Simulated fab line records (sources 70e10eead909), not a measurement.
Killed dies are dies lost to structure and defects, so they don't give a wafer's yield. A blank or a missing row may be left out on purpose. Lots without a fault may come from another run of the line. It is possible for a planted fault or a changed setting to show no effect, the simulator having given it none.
Matching of chambers	flow nand_harc	rie_diel-11 running NHARC_A_CONTACT_ETCH_75: 4 sister chambers
The step etches the open film in CF4, target depth 39 nm, time 65 s. 22 wafers are shown with their chamber, then 11 later ones without.

== WAFERS, EACH WITH ITS CHAMBER ==
wafer	chamber	showerhead_plenum_p_Torr (Torr)	drypump_motor_current_A (A)	rf_vpp_V (V)
L075.2	0	1.81	5.5	151.6
L075.4	3	1.91	5.7	151.3
L075.6	1	1.91	5.7	152.8
L078.3	0	1.81	5.5	150.7
L078.4	2	1.82	5.7	151.2
L078.6	1	1.90	5.7	152.6
L079.1	0	1.81	5.5	151.3
L079.4	2	1.82	5.6	152.1
L079.5	3	1.90	5.7	151.9
L081.2	0	1.81	5.5	149.1
L081.3	3	1.90	5.8	152.4
L081.5	1	1.90	5.7	154.2
L088.2	3	1.90	5.7	152.6
L088.4	1	1.90	5.7	153.9
L088.5	2	1.81	5.7	151.1
L090.1	1	1.90	5.8	153.5
L090.3	3	1.90	5.7	152.0
L090.4	2	1.81	5.7	151.2
L091.2	1	1.90	5.7	153.4
L091.3	2	1.81	5.7	150.9
L091.5	3	1.90	5.8	152.6
L093.2	1	1.90	5.7	152.9

SIGNATURES (means of the wafers above)
reading	chamber 0	chamber 1	chamber 2	chamber 3	scatter within a chamber
showerhead_plenum_p_Torr	1.8100	1.9014	1.8140	1.9017	0.00401
drypump_motor_current_A	5.500	5.714	5.680	5.733	0.0408
rf_vpp_V	150.675	153.329	151.300	152.133	0.666
Rule: for each reading, subtract the chamber's mean from the wafer's reading, divide by that reading's scatter and square the result; add these up over the readings and take the root, which gives the wafer's distance from the chamber. If the next closest chamber is less than 2 further off than the closest, the wafer can't be placed; otherwise it belongs to the closest. How the scatter is found: for the shown wafers, subtract from each reading the mean of its chamber, square and add these, divide the total by (wafers less chambers), then take the root.

== WAFERS MISSING THEIR CHAMBER ==
wafer	showerhead_plenum_p_Torr (Torr)	drypump_motor_current_A (A)	rf_vpp_V (V)
L093.4	1.90	5.7	153.7
L093.6	1.80	5.5	150.8
L093.1	1.81	5.7	152.4
L093.3	1.80	5.5	150.9
L093.5	1.90	5.7	154.1
L095.2	1.90	5.7	152.1
L095.4	1.80	5.5	150.5
L095.5	1.81	5.7	152.9
L097.2	1.81	5.7	149.5
L097.3	1.80	5.5	151.5
L097.4	1.90	5.8	153.3

== CHAMBER TAKEN BY EACH ==
wafer	from the rows above	in truth
L093.4	can't be placed: 1 or 3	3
L093.6	0	0
L093.1	2	2
L093.3	0	0
L093.5	can't be placed: 1 or 3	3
L095.2	can't be placed: 3 or 1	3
L095.4	0	0
L095.5	2	2
L097.2	2	2
L097.3	0	0
L097.4	can't be placed: 1 or 3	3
Correctly placed: 7 of 11. Not placeable from these rows: 4 (in 4, the candidates include the true chamber). Number placed wrongly: 0.
